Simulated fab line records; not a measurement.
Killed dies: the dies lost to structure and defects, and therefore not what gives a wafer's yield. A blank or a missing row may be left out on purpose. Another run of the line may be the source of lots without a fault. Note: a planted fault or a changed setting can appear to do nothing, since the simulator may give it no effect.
Matching of chambers | flow n5_finfet | N5_BEOL_M11_CMP_52 on cmp-01: 4 sister chambers
The step polishes, stops on SiCOH lowk, t overpolish 7 s, target thk 140 nm. 7 wafers are shown with their chamber, then 7 later ones without.

## WAFERS WITH THEIR CHAMBER
wafer  | chamber | motor_current_A (A) | overpolish_run_s (s)
L085.3 | 2       | 5.8                 | 7.009
L088.3 | 1       | 6.4                 | 6.995
L088.4 | 0       | 7.0                 | 6.994
L087.2 | 0       | 7.0                 | 7.006
L087.3 | 2       | 5.6                 | 6.998
L087.4 | 3       | 6.1                 | 6.986
L093.1 | 1       | 6.6                 | 6.999

## WAFERS WITHOUT THEIR CHAMBER
wafer  | motor_current_A (A) | overpolish_run_s (s)
L093.2 | 6.6                 | 6.995
L093.3 | 6.2                 | 6.996
L097.1 | 6.4                 | 6.987
L097.3 | 7.0                 | 6.992
L096.2 | 6.7                 | 7.009
L096.3 | 6.6                 | 6.996
L096.4 | 6.4                 | 7.012

## EACH ONE'S CHAMBER
wafer  | from the rows above     | in truth
L093.2 | 1                       | 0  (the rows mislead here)
L093.3 | can't be placed: 3 or 1 | 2
L097.1 | can't be placed: 1 or 3 | 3
L097.3 | 0                       | 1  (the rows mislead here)
L096.2 | can't be placed: 1 or 0 | 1
L096.3 | 1                       | 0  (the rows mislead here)
L096.4 | 1                       | 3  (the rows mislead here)
Correctly placed: 0 of 7. Can't be placed from these rows: 3 (the true chamber is among the candidates in 2). 4 placed wrongly.
How it was worked out, from the rows above alone: a wafer's distance from a chamber is the root of the sum, over the readings, of the square of ((its reading less the chamber's mean) divided by the reading's scatter). The wafer belongs to the nearest chamber; if the next one is less than 2 further off, it can't be placed. A chamber's mean is the mean of its shown wafers. How the scatter is found: for the shown wafers, subtract from each reading the mean of its chamber, square and add these, divide the total by (wafers less chambers), then take the root.
